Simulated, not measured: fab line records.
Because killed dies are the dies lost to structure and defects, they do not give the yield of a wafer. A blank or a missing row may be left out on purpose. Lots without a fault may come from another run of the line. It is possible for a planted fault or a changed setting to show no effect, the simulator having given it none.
The tool behind it: which one?    flow nand harc    69 wafers from 23 lots sampled at 6 of the route's 1302 steps

== WHAT THE GAUGES SHOWED, per wafer ==
The record holds no reading of a measuring or inspecting step that can be judged against a usual standard deviation.

== WHAT TOOL EACH LOT RAN ON (gives the tool, then ch and the chambers of the sampled wafers, and finally the start) ==
lot   NHARC_A_STAIRCASE_DESCUM_186        NHARC_A_STAIRCASE_ETCH_197                     NHARC_A_STAIRCASE_TRIM_200                     NHARC_A_STAIRCASE_DESCUM_219        NHARC_A_STAIRCASE_TRIM_224      NHARC_A_STAIRCASE_ETCH_230
L074  rie diel-12 ch 0,3, day 15 16:04    rie diel-11 ch 0,1, day 15 19:49 or earlier    rie diel-11 ch 0,2,3, day 15 19:49 or earlier  rie diel-11 ch 1,2, day 15 19:49    rie diel-11 ch 1,2, no start    rie diel-12 ch 1,2, no start
L075  rie diel-12 ch 0,1, day 16 09:57    rie diel-11 ch 0,1,3, day 16 14:24 or earlier  rie diel-11 ch 1,2,3, day 16 14:24 or earlier  rie diel-12 ch 2,3, day 16 14:24    rie diel-12 ch 1,2, no start    rie diel-12 ch 2,3, no start
L077  rie diel-11 ch 1,2,3, day 17 03:46  rie diel-11 ch 0,3, day 17 10:53 or earlier    rie diel-11 ch 0,1,2, day 17 10:53 or earlier  rie diel-12 ch 1,2,3, day 17 10:53  rie diel-12 ch 0,2, no start    rie diel-08 ch 0,2, no start
L076  rie diel-12 ch 0,1,2, day 17 04:10  rie diel-12 ch 2,3, day 17 07:55 or earlier    rie diel-12 ch 1,2,3, day 17 07:55 or earlier  rie diel-12 ch 1,3, day 17 07:55    rie diel-12 ch 0,1,3, no start  rie diel-08 ch 1,2,3, no start
L079  rie diel-12 ch 0,3, day 17 13:53    rie diel-12 ch 1,3, day 17 17:40 or earlier    rie diel-12 ch 0,1,3, day 17 17:40 or earlier  rie diel-08 ch 2,3, day 17 17:40    rie diel-08 ch 1,2,3, no start  rie diel-08 ch 1,2,3, no start
L078  rie diel-08 ch 0,3, day 17 14:02    rie diel-12 ch 1,3, day 17 17:56 or earlier    rie diel-12 ch 0,1,3, day 17 17:56 or earlier  rie diel-12 ch 1,2,3, day 17 17:56  rie diel-12 ch 0,2,3, no start  rie diel-12 ch 0,1, no start
L080  rie diel-12 ch 0,1,3, day 18 19:13  rie diel-11 ch 0,1,2, day 19 05:50 or earlier  rie diel-11 ch 1,2,3, day 19 05:50 or earlier  rie diel-08 ch 0,1,2, day 19 05:50  rie diel-08 ch 0,1,2, no start  rie diel-08 ch 0,2,3, no start
L081  rie diel-12 ch 0,2,3, day 19 05:28  rie diel-12 ch 0,2,3, day 19 09:18 or earlier  rie diel-12 ch 0,2,3, day 19 09:18 or earlier  rie diel-08 ch 1,2,3, day 19 09:18  rie diel-08 ch 0,1,3, no start  rie diel-08 ch 0,1,2, no start
L082  rie diel-12 ch 0,1, day 19 13:52    rie diel-12 ch 2,3, day 19 17:48 or earlier    rie diel-12 ch 1,3, day 19 17:48 or earlier    rie diel-11 ch 0,1, day 19 17:48    rie diel-11 ch 1,2,3, no start  rie diel-08 ch 1,3, no start
L083  rie diel-11 ch 0,1,3, day 19 23:25  rie diel-08 ch 2,3, day 20 03:11 or earlier    rie diel-08 ch 0,2,3, day 20 03:11 or earlier  rie diel-11 ch 0,1,3, day 20 03:11  rie diel-11 ch 1,2, no start    rie diel-08 ch 1,2,3, no start
L085  rie diel-08 ch 1,2,3, day 20 13:17  rie diel-08 ch 0,1, day 20 18:18 or earlier    rie diel-08 ch 0,1,3, day 20 18:18 or earlier  rie diel-12 ch 1,2,3, day 20 18:18  rie diel-12 ch 0,2, no start    rie diel-11 ch 0,3, no start
L086  rie diel-12 ch 0,3, day 20 23:42    rie diel-11 ch 0,1,3, day 21 03:42 or earlier  rie diel-11 ch 1,3, day 21 03:42 or earlier    rie diel-12 ch 1,2,3, day 21 03:42  rie diel-12 ch 0,1,2, no start  rie diel-11 ch 0,1,3, no start
L087  rie diel-11 ch 1,2, day 21 18:23    rie diel-12 ch 0,2,3, day 21 22:29 or earlier  rie diel-12 ch 2,3, day 21 22:29 or earlier    rie diel-08 ch 0,2, day 21 22:29    rie diel-08 ch 0,2,3, no start  rie diel-12 ch 0,3, no start
L088  rie diel-12 ch 0,2,3, day 21 22:24  rie diel-12 ch 0,3, day 22 05:10 or earlier    rie diel-12 ch 0,2,3, day 22 05:10 or earlier  rie diel-08 ch 2,3, day 22 05:10    rie diel-08 ch 0,3, no start    rie diel-12 ch 0,1,2, no start
L090  rie diel-12 ch 0,2,3, day 21 22:56  rie diel-12 ch 0,2,3, day 22 05:41 or earlier  rie diel-12 ch 0,1,3, day 22 05:41 or earlier  rie diel-11 ch 0,1, day 22 05:41    rie diel-11 ch 0,2, no start    rie diel-08 ch 0,2,3, no start
L089  rie diel-12 ch 0,2,3, day 22 07:11  rie diel-12 ch 0,1,2, day 22 11:27 or earlier  rie diel-12 ch 0,1,3, day 22 11:27 or earlier  rie diel-08 ch 0,2,3, day 22 11:27  rie diel-08 ch 0,2, no start    rie diel-12 ch 1,2, no start
L091  rie diel-12 ch 0,1,3, day 22 13:52  rie diel-12 ch 0,1,2, day 22 17:34 or earlier  rie diel-12 ch 1,2, day 22 17:34 or earlier    rie diel-11 ch 0,1,2, day 22 17:34  rie diel-11 ch 1,2, no start    rie diel-12 ch 0,3, no start
L092  rie diel-12 ch 0,2, day 23 11:11    rie diel-12 ch 0,1, day 23 15:16 or earlier    rie diel-12 ch 1,2,3, day 23 15:16 or earlier  rie diel-11 ch 1,2,3, day 23 15:16  rie diel-11 ch 0,2,3, no start  rie diel-08 ch 0,1, no start
L094  rie diel-12 ch 0,1,2, day 23 19:53  rie diel-11 ch 0,1,2, day 24 00:23 or earlier  rie diel-11 ch 0,2,3, day 24 00:23 or earlier  rie diel-11 ch 0,2,3, day 24 00:23  rie diel-11 ch 0,1,3, no start  rie diel-11 ch 0,1,3, no start
L093  rie diel-11 ch 0,2,3, day 23 20:02  rie diel-11 ch 0,2,3, day 24 00:26 or earlier  rie diel-11 ch 0,1,2, day 24 00:26 or earlier  rie diel-11 ch 1,2,3, day 24 00:26  rie diel-11 ch 0,2,3, no start  rie diel-11 ch 1,2,3, no start
L095  rie diel-12 ch 0,1,2, day 24 18:02  rie diel-12 ch 0,1,3, day 24 21:43 or earlier  rie diel-12 ch 1,2,3, day 24 21:43 or earlier  rie diel-08 ch 0,2,3, day 24 21:43  rie diel-08 ch 0,1,3, no start  rie diel-12 ch 1,2,3, no start
L096  rie diel-12 ch 1,2,3, day 25 07:44  rie diel-11 ch 0,3, day 25 14:25 or earlier    rie diel-11 ch 0,1,3, day 25 14:25 or earlier  rie diel-12 ch 0,2, day 25 14:25    rie diel-12 ch 0,3, no start    rie diel-08 ch 0,3, no start
L097  rie diel-12 ch 0,1,2, day 25 07:47  rie diel-08 ch 1,2,3, day 25 14:46 or earlier  rie diel-08 ch 0,2,3, day 25 14:46 or earlier  rie diel-08 ch 0,1,3, day 25 14:46  rie diel-08 ch 0,2,3, no start  rie diel-12 ch 0,1,3, no start
- NHARC_A_STAIRCASE_DESCUM_186: chemistry O2, time 3 s.
- NHARC_A_STAIRCASE_ETCH_197: etches the open film in C4F8/O2, target depth 100 nm, time 40.5 s.
- NHARC_A_STAIRCASE_TRIM_200: chemistry O2, time 211.2 s.
- NHARC_A_STAIRCASE_DESCUM_219: chemistry O2, time 3 s.
- NHARC_A_STAIRCASE_TRIM_224: chemistry O2, time 211.2 s.
- NHARC_A_STAIRCASE_ETCH_230: etches the open film in C4F8/O2, target depth 100 nm, time 40.5 s.

== AS READ BY THE TOOLS THEMSELVES (means over the sampled wafers that have a number; for cases with no such wafer, the mark the record gives instead) ==
NHARC_A_STAIRCASE_DESCUM_186.
lot   tool         drypump motor current A (A)  oes product au (a.u.)  rf vpp V (V)  showerhead plenum p Torr (Torr)  throttle valve pct (%)
L074  rie diel-12  5.9                          0.987                  58.0          1.96                             11.308
L075  rie diel-12  5.5                          0.997                  57.8          2.04                             11.306
L077  rie diel-11  5.7                          1.004                  56.8          1.85                             11.314
L076  rie diel-12  5.8                          0.996                  58.7          1.96                             11.305
L079  rie diel-12  5.9                          1.006                  58.1          1.95                             11.316
L078  rie diel-08  5.2                          1.002                  58.2          1.98                             11.310
L080  rie diel-12  5.8                          0.991                  57.7          1.97                             11.312
L081  rie diel-12  6.1                          0.994                  57.8          1.89                             11.302
L082  rie diel-12  5.6                          1.001                  57.2          2.01                             11.301
L083  rie diel-11  5.4                          1.010                  58.1          1.88                             11.311
L085  rie diel-08  6.0                          0.995                  57.6          1.83                             11.307
L086  rie diel-12  6.1                          0.992                  57.8          1.91                             11.308
L087  rie diel-11  6.1                          1.014                  59.0          2.03                             11.314
L088  rie diel-12  6.1                          1.003                  58.1          1.88                             11.305
L090  rie diel-12  6.1                          1.005                  57.6          1.88                             11.324
L089  rie diel-12  6.1                          0.997                  58.3          1.88                             11.313
L091  rie diel-12  5.8                          0.999                  58.2          1.96                             11.313
L092  rie diel-12  6.1                          0.999                  57.3          1.86                             11.310
L094  rie diel-12  5.8                          0.996                  58.0          1.94                             11.306
L093  rie diel-11  5.8                          0.998                  57.4          1.91                             11.304
L095  rie diel-12  5.8                          1.002                  58.1          1.94                             11.323
L096  rie diel-12  6.0                          1.003                  58.4          1.90                             11.303
L097  rie diel-12  5.8                          0.993                  56.9          1.94                             11.318

NHARC_A_STAIRCASE_ETCH_197.
lot   tool         oes product au (a.u.)  rf vpp V (V)
L074  rie diel-11  0.972                  897
L075  rie diel-11  0.969                  895
L077  rie diel-11  0.932                  891
L076  rie diel-12  0.946                  893
L079  rie diel-12  0.932                  901
L078  rie diel-12  0.946                  900
L080  rie diel-11  0.946                  893
L081  rie diel-12  0.940                  895
L082  rie diel-12  0.937                  892
L083  rie diel-08  0.978                  890
L085  rie diel-08  0.927                  892
L086  rie diel-11  0.968                  893
L087  rie diel-12  0.966                  893
L088  rie diel-12  0.929                  895
L090  rie diel-12  0.924                  894
L089  rie diel-12  0.946                  898
L091  rie diel-12  0.940                  898
L092  rie diel-12  0.947                  903
L094  rie diel-11  0.958                  898
L093  rie diel-11  0.944                  895
L095  rie diel-12  0.950                  899
L096  rie diel-11  0.972                  892
L097  rie diel-08  0.923                  896

NHARC_A_STAIRCASE_TRIM_200.
lot   tool         drypump motor current A (A)  oes product au (a.u.)  rf vpp V (V)  showerhead plenum p Torr (Torr)  throttle valve pct (%)
L074  rie diel-11  5.8                          1.005                  57.2          3.37                             17.046
L075  rie diel-11  5.7                          1.004                  57.9          3.42                             17.035
L077  rie diel-11  5.8                          1.000                  56.9          3.46                             17.035
L076  rie diel-12  6.0                          0.999                  57.2          3.54                             17.040
L079  rie diel-12  5.8                          0.996                  57.3          3.63                             17.038
L078  rie diel-12  5.8                          0.992                  57.8          3.63                             17.047
L080  rie diel-11  5.7                          1.003                  57.9          3.41                             17.033
L081  rie diel-12  6.1                          1.001                  57.4          3.48                             17.040
L082  rie diel-12  5.7                          0.993                  57.7          3.66                             17.031
L083  rie diel-08  5.7                          1.001                  58.3          3.54                             17.041
L085  rie diel-08  5.5                          1.001                  56.9          3.46                             17.034
L086  rie diel-11  5.4                          1.006                  58.2          3.51                             17.035
L087  rie diel-12  6.3                          1.001                  57.4          3.38                             17.048
L088  rie diel-12  6.1                          1.005                  57.7          3.48                             17.030
L090  rie diel-12  5.8                          1.001                  59.1          3.62                             17.035
L089  rie diel-12  5.8                          1.000                  57.1          3.62                             17.041
L091  rie diel-12  5.7                          0.998                  57.3          3.63                             17.043
L092  rie diel-12  6.0                          0.989                  56.8          3.51                             17.036
L094  rie diel-11  5.7                          1.000                  58.4          3.52                             17.032
L093  rie diel-11  5.8                          1.004                  57.0          3.61                             17.037
L095  rie diel-12  6.0                          1.003                  57.5          3.50                             17.040
L096  rie diel-11  5.5                          1.002                  57.2          3.44                             17.035
L097  rie diel-08  5.7                          1.004                  58.5          3.51                             17.039

NHARC_A_STAIRCASE_DESCUM_219.
lot   tool         drypump motor current A (A)  oes product au (a.u.)  rf vpp V (V)  showerhead plenum p Torr (Torr)  throttle valve pct (%)
L074  rie diel-11  6.1                          0.998                  57.8          1.84                             11.308
L075  rie diel-12  6.2                          1.003                  57.8          1.86                             11.315
L077  rie diel-12  6.0                          0.992                  57.6          1.92                             11.328
L076  rie diel-12  6.0                          0.993                  58.0          1.93                             11.314
L079  rie diel-08  6.2                          1.003                  57.9          1.88                             11.303
L078  rie diel-12  6.0                          1.001                  57.4          1.92                             11.312
L080  rie diel-08  5.6                          0.998                  58.3          1.91                             11.315
L081  rie diel-08  6.0                          0.997                  57.3          1.83                             11.308
L082  rie diel-11  5.5                          0.996                  57.9          1.91                             11.321
L083  rie diel-11  5.4                          0.998                  56.9          1.88                             11.310
L085  rie diel-12  6.0                          0.995                  56.9          1.91                             11.317
L086  rie diel-12  6.0                          1.002                  57.5          1.91                             11.299
L087  rie diel-08  5.8                          0.999                  57.3          1.95                             11.317
L088  rie diel-08  6.0                          1.002                  58.3          1.83                             11.309
L090  rie diel-11  5.5                          0.997                  57.7          1.90                             11.302
L089  rie diel-08  5.7                          1.000                  57.5          1.91                             11.307
L091  rie diel-11  5.8                          1.004                  58.4          1.97                             11.304
L092  rie diel-11  5.7                          0.994                  57.5          1.94                             11.306
L094  rie diel-11  5.8                          1.002                  57.9          1.91                             11.313
L093  rie diel-11  5.7                          1.004                  57.6          1.93                             11.313
L095  rie diel-08  5.7                          1.002                  58.0          1.91                             11.315
L096  rie diel-12  5.9                          1.001                  57.7          1.91                             11.305
L097  rie diel-08  5.5                          0.999                  57.5          1.96                             11.313

NHARC_A_STAIRCASE_TRIM_224.
lot   tool         drypump motor current A (A)  oes product au (a.u.)  rf vpp V (V)  showerhead plenum p Torr (Torr)  throttle valve pct (%)
L074  rie diel-11  6.1                          0.998                  56.9          3.40                             17.039
L075  rie diel-12  6.0                          1.000                  57.5          3.51                             17.036
L077  rie diel-12  5.9                          1.002                  58.5          3.56                             17.040
L076  rie diel-12  5.8                          0.999                  57.9          3.64                             17.033
L079  rie diel-08  6.0                          1.002                  56.6          3.39                             17.046
L078  rie diel-12  6.1                          0.997                  58.4          3.49                             17.039
L080  rie diel-08  5.6                          0.995                  57.9          3.53                             17.041
L081  rie diel-08  5.5                          1.001                  57.6          3.47                             17.043
L082  rie diel-11  5.7                          1.010                  57.4          3.59                             17.034
L083  rie diel-11  5.7                          1.005                  58.5          3.68                             17.034
L085  rie diel-12  6.1                          0.996                  57.4          3.45                             17.030
L086  rie diel-12  5.8                          1.003                  57.7          3.59                             17.037
L087  rie diel-08  5.7                          0.999                  57.0          3.53                             17.033
L088  rie diel-08  5.5                          1.005                  57.7          3.47                             17.038
L090  rie diel-11  5.8                          0.999                  58.0          3.57                             17.039
L089  rie diel-08  5.8                          0.998                  58.3          3.59                             17.027
L091  rie diel-11  5.7                          1.006                  57.3          3.67                             17.031
L092  rie diel-11  5.8                          1.006                  57.3          3.52                             17.041
L094  rie diel-11  5.5                          0.996                  57.4          3.45                             17.039
L093  rie diel-11  5.8                          1.000                  57.6          3.51                             17.039
L095  rie diel-08  5.5                          1.001                  58.5          3.62                             17.038
L096  rie diel-12  5.9                          1.000                  57.7          3.56                             17.041
L097  rie diel-08  5.7                          0.995                  57.6          3.51                             17.043

NHARC_A_STAIRCASE_ETCH_230.
lot   tool         oes product au (a.u.)  rf vpp V (V)
L074  rie diel-12  0.919                  895
L075  rie diel-12  0.955                  891
L077  rie diel-08  0.952                  902
L076  rie diel-08  0.974                  892
L079  rie diel-08  0.952                  891
L078  rie diel-12  0.941                  902
L080  rie diel-08  0.945                  897
L081  rie diel-08  0.929                  896
L082  rie diel-08  0.967                  889
L083  rie diel-08  0.955                  890
L085  rie diel-11  0.956                  890
L086  rie diel-11  0.956                  894
L087  rie diel-12  0.926                  898
L088  rie diel-12  0.971                  897
L090  rie diel-08  0.933                  895
L089  rie diel-12  0.968                  895
L091  rie diel-12  0.971                  898
L092  rie diel-08  0.985                  898
L094  rie diel-11  0.942                  894
L093  rie diel-11  0.929                  898
L095  rie diel-12  0.965                  895
L096  rie diel-08  0.919                  893
L097  rie diel-12  0.973                  898

== THE ANSWER, worked out from the rows above alone ==
Rule: what is usual is taken from the lots themselves. The widest of any qualifying gaps counts: lots, ordered by their means at a reading, are off when they make up no more than a third of the lots, leave a main group of 4 or more, and stand apart from it by 3 or more times the standard deviation of that group's means. A main group is skipped when, at the precision printed for the reading in the tables above, its means are all equal. Also off: a lot with no number at a reading for which 4 or more lots have one. Any other lot the step has rows for is counted as sound. After the gauges, taken in route order, come the tools' own readings; for these a lot's mean is taken, as printed above. At the first step where some lot is off, the reading lying furthest off is the one used; lots without a number count as furthest.
Across all readings shown, no lot is off: no conclusion can be drawn from this.

== WHAT WAS PUT IN BY THE SIMULATOR ==
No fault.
